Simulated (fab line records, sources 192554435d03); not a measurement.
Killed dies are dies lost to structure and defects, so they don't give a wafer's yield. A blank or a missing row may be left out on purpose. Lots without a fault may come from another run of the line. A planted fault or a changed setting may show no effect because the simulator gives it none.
Split-lot experiment | flow n5_finfet | 7 lots, 39 wafers read, on a route of 1938 steps

THE SPLIT
At N5_BEOL_M6_ETCH_66 (etches SOC in N2/H2, target depth 80 nm, overetch 16 nm, time 120 s), the setting target_depth_a was moved away from the recipe's 800 angstrom on 15 of the 39 wafers read, by -53.8% to +20.0%. The other wafers ran this setting at the recipe's value.

The reading is taken at the split's own step.

THE READING
SiARC_of_BEOL_M6_COAT_64.thk_nm (the simulator's own value, which no gauge read), in nm, at N5_BEOL_M6_ETCH_66 (etches SOC in N2/H2, target depth 80 nm, overetch 16 nm, time 120 s). The file gives no usual value for it. The 24 wafers here that ran the recipe average 6.4 nm, standard deviation 0.17 nm.

wafer  | tool, chamber at the split | target_depth_a as run, angstrom | against the recipe | SiARC_of_BEOL_M6_COAT_64.thk_nm, nm | against lot-mates on the recipe
L074.1 | rie_diel-02, 3             | 960.4                           | +20.0%             | 5                                   | -1.5
L074.2 | rie_diel-02, 2             | 800                             | recipe             | 6.6                                 | -
L074.3 | rie_diel-02, 1,0           | 800                             | recipe             | 6.4                                 | -
L074.5 | rie_diel-02, 1,0           | 800                             | recipe             | 6.4                                 | -
L074.4 | rie_diel-02, 0             | 960.4                           | +20.0%             | 5.6                                 | -0.9
L074.6 | rie_diel-02, 1             | 960.4                           | +20.0%             | 5.4                                 | -1.1
L076.1 | rie_diel-02, 3             | 648                             | -19.0%             | 7                                   | +0.5
L076.6 | rie_diel-02, 3             | 648                             | -19.0%             | 7                                   | +0.5
L076.2 | rie_diel-02, 1             | 648                             | -19.0%             | 7.4                                 | +0.9
L076.3 | rie_diel-02, 0,2           | 800                             | recipe             | 6.6                                 | -
L076.4 | rie_diel-02, 0,2           | 800                             | recipe             | 6.6                                 | -
L076.5 | rie_diel-02, 0             | 800                             | recipe             | 6.4                                 | -
L080.1 | rie_diel-03, 1             | 800                             | recipe             | 6.6                                 | -
L080.2 | rie_diel-03, 2,0           | 800                             | recipe             | 6.2                                 | -
L080.4 | rie_diel-03, 2,0           | 800                             | recipe             | 6.2                                 | -
L080.3 | rie_diel-03, 3,1           | 642.6                           | -19.7%             | 7.4                                 | +1.1
L080.5 | rie_diel-03, 3,1           | 642.6                           | -19.7%             | 7.4                                 | +1.1
L080.6 | rie_diel-03, 0             | 642.6                           | -19.7%             | 7.2                                 | +0.9
L083.1 | rie_diel-03, 1             | 800                             | recipe             | 6.4                                 | -
L083.2 | rie_diel-03, 2,0           | 800                             | recipe             | 6.2                                 | -
L083.6 | rie_diel-03, 2,0           | 800                             | recipe             | 6.2                                 | -
L083.3 | rie_diel-03, 0             | 522.8                           | -34.7%             | 7.8                                 | +1.5
L083.4 | rie_diel-03, 3             | 522.8                           | -34.7%             | 8.2                                 | +1.9
L083.5 | rie_diel-03, 3             | 522.8                           | -34.7%             | 8.2                                 | +1.9
L085.1 | rie_diel-04, 1             | 800                             | recipe             | 6.4                                 | -
L085.2 | rie_diel-04, 0,3           | 800                             | recipe             | 6.2                                 | -
L085.5 | rie_diel-04, 0,3           | 800                             | recipe             | 6.2                                 | -
L085.3 | rie_diel-04, 2             | 369.9                           | -53.8%             | 9                                   | +2.7
L085.4 | rie_diel-04, 3,0           | 369.9                           | -53.8%             | 8.8                                 | +2.5
L085.6 | rie_diel-04, 3,0           | 369.9                           | -53.8%             | 8.8                                 | +2.5
L089.1 | rie_diel-02, 3             | 800                             | recipe             | 6.2                                 | -
L089.6 | rie_diel-02, 3             | 800                             | recipe             | 6.2                                 | -
L089.2 | rie_diel-02, 1,2           | 800                             | recipe             | 6.4                                 | -
L089.4 | rie_diel-02, 1,2           | 800                             | recipe             | 6.4                                 | -
L089.3 | rie_diel-02, 0             | 800                             | recipe             | 6.6                                 | -
L089.5 | rie_diel-02, 0             | 800                             | recipe             | 6.6                                 | -
L097.1 | rie_diel-03, 3             | 800                             | recipe             | 6.6                                 | -
L097.2 | rie_diel-03, 2,0           | 800                             | recipe             | 6.2                                 | -
L097.4 | rie_diel-03, 2,0           | 800                             | recipe             | 6.2                                 | -
Where a row lists several chambers, the file gives one row for several wafers and doesn't say which wafer went through which chamber.

THE FIT
A straight line over all 39 wafers: SiARC_of_BEOL_M6_COAT_64.thk_nm changes by -0.0474 nm for each +1% of target_depth_a; r = -0.98; the points scatter about the line by 0.18 nm.
The same after taking each lot's own level away (the mean of its wafers on the recipe; 39 wafers): -0.0495 nm for each +1%; r = -0.98; scatter 0.19 nm.
On that fit, the largest move of target_depth_a shifts the reading by 2.7 nm.
The lots' own levels span 6.27 to 6.53 nm, that is 1.6 times the standard deviation above.
So the lot-to-lot level changes the slope little: the two slopes agree.
Check: with one of the wafers moved furthest among these (-53.8%) left out of the fit, the line predicts +2.61 nm for it against its lot-mates. It came out at +2.73 nm against them.

OTHER SPLITS ON THESE WAFERS
These wafers also went through other splits before the reading. Each is held against what the fit with the lots' levels taken away leaves over:
other split on the same wafers            | wafers away from the commonest value | r with SiARC_of_BEOL_M6_COAT_64.thk_nm (lot level and that fit taken away)
N5_SD_EPI_N_DEVELOP_08 develop_time_s     | 12                                   | +0.04
N5_BEOL_M0_SAQP_SPACER1_ALD_98 ald_cycles | 15                                   | +0.05
N5_BEOL_M1_TRENCH_ETCH_37 target_depth_a  | 15                                   | -0.14

THE FILE'S OWN FIT
SiARC_of_BEOL_M6_COAT_64.thk_nm changes by -0.0488 nm for each +1% of target_depth_a, r = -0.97.
